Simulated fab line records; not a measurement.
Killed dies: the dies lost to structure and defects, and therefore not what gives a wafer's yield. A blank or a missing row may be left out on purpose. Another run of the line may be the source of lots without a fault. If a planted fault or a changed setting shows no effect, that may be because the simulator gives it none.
Matching of chambers	flow n5Finfet	N5_MOL_CONTACT_COAG_ETCH_67 on rieDiel-03 has 4 sister chambers
The step etches SOC in N2/H2, target depth 60 nm, overetch 21 nm, time 101.2 s. 4 wafers are shown with their chamber, then 8 later ones without.

== WAFERS WITH THEIR CHAMBER ==
wafer	chamber	showerheadPlenumPTorr (Torr)
L080.6	2	2.71
L082.4	3	2.52
L082.5	1	2.51
L087.3	0	2.44

== WAFERS WHOSE CHAMBER IS MISSING ==
wafer	showerheadPlenumPTorr (Torr)
L087.4	2.50
L087.6	2.52
L094.1	2.50
L094.2	2.51
L094.4	2.69
L096.2	2.42
L096.4	2.49
L096.6	2.69

== EACH ONE'S CHAMBER ==
wafer	from the rows above	in truth
L087.4	can't be placed: 1 or 3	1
L087.6	can't be placed: 3 or 1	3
L094.1	can't be placed: 1 or 3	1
L094.2	can't be placed: 1 or 3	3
L094.4	2	2
L096.2	0	0
L096.4	can't be placed: 1 or 3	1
L096.6	2	2
Correct placement for 3 of the 8. Unplaceable from these rows: 5, with the true chamber sitting among the candidates in 5. 0 placed wrongly.
How it was worked out, from the rows above alone: a wafer's distance from a chamber is the root of the sum, over the readings, of the square of ((its reading less the chamber's mean) divided by the reading's scatter). If the next closest chamber is less than 2 further off than the closest, the wafer can't be placed; otherwise it belongs to the closest. For every chamber, the mean is computed from those of its wafers that are shown. The scatter: root of mean squared gap, hidden wafer to nearest shown wafer, with one shown wafer a chamber.
